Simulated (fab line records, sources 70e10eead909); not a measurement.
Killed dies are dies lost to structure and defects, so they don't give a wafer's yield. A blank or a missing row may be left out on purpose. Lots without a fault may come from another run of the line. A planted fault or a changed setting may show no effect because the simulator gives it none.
fab line records | flow nand_harc | part 2 of 2: steps 24 to 32 of 32
record lots=5 wafers=15 last_day=24
route steps=1159 shown A_SGD_CUT@752 A_SLIT@779
lots that met no fault: from a run of the same line without faults
start_h: hours from the record's first day to the start of the lot's first wafer shown | wait_h: hours since the lot's step before | " the same as in the row above | L1.1+2: a row that stands for several wafers | - no value, or no start given | * or withheld: withheld | < > ~ a bound
route shown NAME@n: a module of which the file shows steps, and the number in the route of the first | usual: mean/standard deviation of fault-free wafers | same: alike in all rows | chamber/n: place in a boat | sites: the reading at each site | _std_site: their standard deviation | _edge_site: outer sites' mean less inner sites' | radius_mm: how far each site lies from the wafer's centre | mask NAME#n: copy n | behind: the tool/chamber that last shaped the wafer | hold: why the lot was held/for how many hours/how that ended | device: the transistor (n, p or np) that didn't switch | end of line: the same wafers' tests at the end of the route | a step without rows: its recipe alone | killed: dies lost to structure and defects at the first sort, not the wafer's yield | map: a wafer's dies, x killed, . not, _ none there
set.NAME: the setting as run; set.NAME@STEP: as run at that earlier step | model.NAME: the simulator's own value behind a step, which no gauge read
lots at some steps of the route; a table a step, a row a wafer
services: from which hour (start_h, from the record's first day; less than 0 if before it) a tool's chamber was out of use, for how many hours, and why
## steps
# step NHARC_A_SGD_CUT_ETCH_26
# recipe target_depth_a=458 chemistry=dHF material=SiO2
# columns lot.wafer tool chamber start_h wait_h
L084.5+2+4 wet_bench-07 3,6,7 375.82 0.0
L085.1+2+6 wet_bench-04 0,1,2 389.42 0.0
L092.6+4+2 wet_bench-07 3,4,5 429.42 0.0
L093.4+5+3 wet_bench-03 6,7,1 429.54 0.0
L095.2+6+3 wet_bench-07 5,6,7 435.95 0.0
# step NHARC_A_SGD_CUT_ETCHBACK_24
# recipe target_depth_a=500 over_etch_frac=0.3 time_s=92.857 ion_energy_ev=120 ch3f_flow_sccm=50 o2_flow_sccm=30 ar_flow_sccm=200 rf_w=500 bias_w=100 chemistry=CH3F/O2
# usual bias_w=100.04/0.3 drypump_motor_current_A=5.5/0.36 oes_product_au=0.98/0.032 rf_vpp_V=244.9/1.7 showerhead_plenum_p_Torr=2.51/0.1 throttle_valve_pct=20.664/0.0084
# same time_s=92.857
# columns lot.wafer tool chamber start_h wait_h bias_w drypump_motor_current_A oes_product_au rf_hours_counter_h rf_vpp_V showerhead_plenum_p_Torr throttle_valve_pct
L084.2 rie_diel-11 0 376.00 0.2 99.93 5.5 1.01 0 245.5 2.63 20.664
L084.4 " 1 " " 99.96 5.6 1.01 0 246.7 2.60 20.668
L084.5 " 2 " " 99.67 4.7 1.02 - 246.2 2.63 20.658
L085.2 rie_diel-11 0 389.58 0.1 99.96 5.5 0.92 1 247.7 2.63 20.665
L085.1 " 3 " " 99.51 5.7 0.92 1 244.4 2.64 20.655
L085.6 " 1 " " 99.72 5.6 0.93 - 246.2 2.60 20.652
L092.2 rie_diel-11 1 429.62 0.2 100.45 5.6 1.00 6 245.4 2.59 20.658
L092.4 " 2 " " 100.71 4.6 1.00 6 246.5 2.62 20.666
L092.6 " 0 " " 99.75 5.5 0.98 - 246.4 2.63 20.658
L093.3 rie_diel-09 3 429.71 0.1 100.44 5.7 0.98 10 243.5 2.38 20.659
L093.4 " 1 " " 99.97 5.3 1.00 11 245.2 2.51 20.679
L093.5 " 3 " " 100.54 5.7 0.99 - 243.2 2.38 20.680
L095.2 rie_diel-11 0 436.14 0.2 100.89 5.5 1.00 7 247.9 2.63 20.670
L095.3 " 1 " " 100.48 5.6 1.00 7 246.3 2.59 20.665
L095.6 " 3 " " 99.95 5.6 1.00 - 245.9 2.63 20.674
# step NHARC_A_SGD_CUT_STRIP_28
# recipe time_s=20 o2_flow_sccm=500 ar_flow_sccm=0 bias_w=0 chemistry=O2
# usual drypump_motor_current_A=5.5/0.37 oes_product_au=1.000/0.0072 rf_vpp_V=57.9/0.87 showerhead_plenum_p_Torr=3.60/0.15 throttle_valve_pct=17.037/0.0099
# same bias_w=0 time_s=20
# columns lot.wafer tool chamber start_h wait_h drypump_motor_current_A oes_product_au rf_hours_counter_h rf_vpp_V showerhead_plenum_p_Torr throttle_valve_pct
L084.2 rie_diel-11 0 - - 5.5 1.009 0 57.8 3.77 17.037
L084.4 " 1 " " 5.7 1.005 0 57.9 3.72 17.041
L084.5 " 0 " " 5.5 1.002 - 59.0 3.77 17.042
L085.1 rie_diel-11 2 - - 4.7 1.008 1 58.4 3.76 17.026
L085.2 " 0 " " 5.5 1.002 1 58.1 3.77 17.032
L085.6 " 2 " " 4.7 1.005 - 58.1 3.76 17.018
L092.2 rie_diel-11 2 - - 4.7 0.998 6 58.4 3.76 17.020
L092.4 " 0 " " 5.5 0.999 6 57.2 3.76 17.046
L092.6 " 3 " " 5.6 0.994 - 57.8 3.77 17.033
L093.3 rie_diel-09 3 - - 5.8 0.992 10 56.1 3.42 17.039
L093.4 " 0 " " 6.0 0.995 10 59.3 3.60 17.025
L093.5 " 0 " " 6.0 0.992 - 58.1 3.60 17.024
L095.2 rie_diel-11 3 - - 5.7 1.004 8 59.8 3.77 17.029
L095.3 " 0 " " 5.5 1.011 7 59.2 3.76 17.051
L095.6 " 0 " " 5.5 1.000 - 57.6 3.76 17.024
# step NHARC_A_SGD_CUT_INSPECT_25
# usual raw_defect_count=312/87
# columns lot.wafer tool chamber start_h wait_h raw_defect_count
L084.2 defect_inspect-01 - 376.22 - 413
L084.4 " - " " 304
L084.5 " - " " 308
L085.1 defect_inspect-01 - 389.82 - 382
L085.2 " - " " 329
L085.6 " - " " 272
L092.2 defect_inspect-01 - 429.85 - 260
L092.4 " - " " 300
L092.6 " - " " 237
L093.3 defect_inspect-02 - 429.95 - 260
L093.4 " - " " 270
L093.5 " - " " 306
L095.2 defect_inspect-02 - 436.35 - 229
L095.3 " - " " 329
L095.6 " - " " 394
# step NHARC_A_SLIT_DEP_25
# recipe target_thk_a=2000 temp_c=400 pressure_torr=6.5 rf_w=900 teos_flow_sccm=161.4 flow_sccm=2650 target_thk_nm=200 gas=O2 material=SiO2
# usual chamber_pressure_Torr=6.500/0.013 heater_power_w=564/55 throttle_valve_pct=16.2/0.48
# columns lot.wafer tool chamber start_h wait_h chamber_pressure_Torr heater_power_w throttle_valve_pct
L084.2 pecvd-03 0 376.28 0.1 6.494 620 16.5
L084.4 " 1 " " 6.491 662 16.3
L084.5 " 2 " " 6.497 584 16.3
L085.2 pecvd-01 0 389.93 0.1 6.488 475 15.9
L085.1 " 1 " " 6.503 562 16.7
L085.6 " 0 " " 6.487 499 15.6
L092.2 pecvd-02 0 429.96 0.1 6.485 514 16.7
L092.4 " 0 " " 6.501 550 16.3
L092.6 " 1 " " 6.509 521 15.7
L093.3 pecvd-03 1 430.35 0.4 6.496 546 16.1
L093.5 " 0 " " 6.520 572 16.7
L093.4 " 1 " " 6.501 531 16.1
L095.2 pecvd-03 1 436.51 0.2 6.514 556 16.4
L095.3 " 2 " " 6.521 531 16.3
L095.6 " 2 " " 6.481 552 16.6
# step NHARC_A_SLIT_DEP_00
# recipe target_thk_a=32000 temp_c=400 material=aC
# usual throttle_valve_pct=35.001/0.01
# columns lot.wafer tool chamber start_h wait_h throttle_valve_pct
L084.2 acl_dep-03 0 377.15 - 34.989
L084.4 " 0 " " 35.020
L084.5 " 0 " " 34.997
L085.1 acl_dep-02 0 390.23 - 34.987
L085.2 " 0 " " 34.992
L085.6 " 0 391.86 - 35.007
L092.2 acl_dep-01 0 430.99 - 34.998
L092.4 " 0 " " 35.008
L092.6 " 0 " " 35.008
L093.3 acl_dep-01 0 433.30 - 34.975
L093.4 " 0 " " 35.006
L093.5 " 0 " " 35.002
L095.2 acl_dep-02 0 437.69 - 35.030
L095.3 " 0 " " 35.007
L095.6 " 0 " " 35.008
# step NHARC_A_SLIT_DEP_23
# recipe target_thk_a=1000 target_thk_nm=100 temp_c=400 pressure_torr=3.5 flow_sccm=200 rf_w=350 material=SiON
# usual chamber_pressure_Torr=3.500/0.0077 heater_power_w=768/59
# columns lot.wafer tool chamber start_h wait_h chamber_pressure_Torr heater_power_w
L084.2 pecvd-01 0 378.95 1.5 3.487 696
L084.5 " 1 " " 3.508 734
L084.4 " 2 " " 3.484 751
L085.2 pecvd-02 2 392.21 1.3 3.506 806
L085.1 " 0 " " 3.493 697
L085.6 " 1 " " 3.498 736
L092.2 pecvd-02 0 432.68 1.4 3.498 732
L092.6 " 1 " " 3.502 797
L092.4 " 2 " " 3.502 779
L093.3 pecvd-01 1 434.69 1.1 3.499 683
L093.5 " 2 " " 3.499 816
L093.4 " 0 " " 3.491 840
L095.2 pecvd-03 0 439.33 1.3 3.493 726
L095.3 " 1 " " 3.487 771
L095.6 " 2 " " 3.495 764
# step NHARC_A_SLIT_DEHYDRATE_01
# recipe temp_c=150 time_s=120
# same time_s=120
# columns lot.wafer tool chamber start_h wait_h
L084.2+4+5 litho_track-06 0 379.22 0.2
L085.1+2+6 litho_track-04 0 392.48 0.2
L092.2+4+6 litho_track-04 0 432.95 0.2
L093.3+4+5 litho_track-06 0 434.91 0.2
L095.2+3+6 litho_track-01 0 439.60 0.2
# step NHARC_A_SLIT_HMDS_02
# recipe time_s=30
# same time_s=30
# columns lot.wafer tool chamber start_h wait_h
L084.2+4+5 litho_track-06 0 - -
L085.1+2+6 litho_track-04 0 - -
L092.2+4+6 litho_track-04 0 - -
L093.3+4+5 litho_track-06 0 - -
L095.2+3+6 litho_track-01 0 - -
## services
# columns tool chamber start_h hours kind
cmp-04 - 347.18 2.8 repair
rie_diel-07 0 347.93 2.9 repair
acl_dep-02 - 350.61 13.0 pm
cmp-01 - 353.74 1.3 repair
pecvd-03 - 357.30 1.9 repair
arfi_scanner-02 - 358.60 1.8 repair
wet_bench-03 - 363.72 4.1 repair
rie_diel-11 - 366.51 9.0 pm
cmp-01 - 369.58 3.1 repair
cmp-01 - 375.65 4.0 pm
fcvd-02 - 376.00 13.0 pm
cmp-04 - 377.08 0.2 repair
arfi_scanner-01 - 384.56 2.1 repair
cmp-04 - 398.44 1.2 repair
cmp-04 - 401.00 4.0 pm
arfi_scanner-01 - 405.12 4.0 pm
rie_diel-07 - 405.20 9.0 pm
rie_diel-11 1 411.18 2.3 repair
fcvd-01 0 417.23 16.6 repair
pecvd-01 - 418.00 13.0 pm
fcvd-01 1 419.01 5.4 repair
rie_diel-11 2 421.01 2.3 repair
fcvd-01 - 427.40 0.2 repair
arfi_scanner-02 - 428.00 4.0 pm
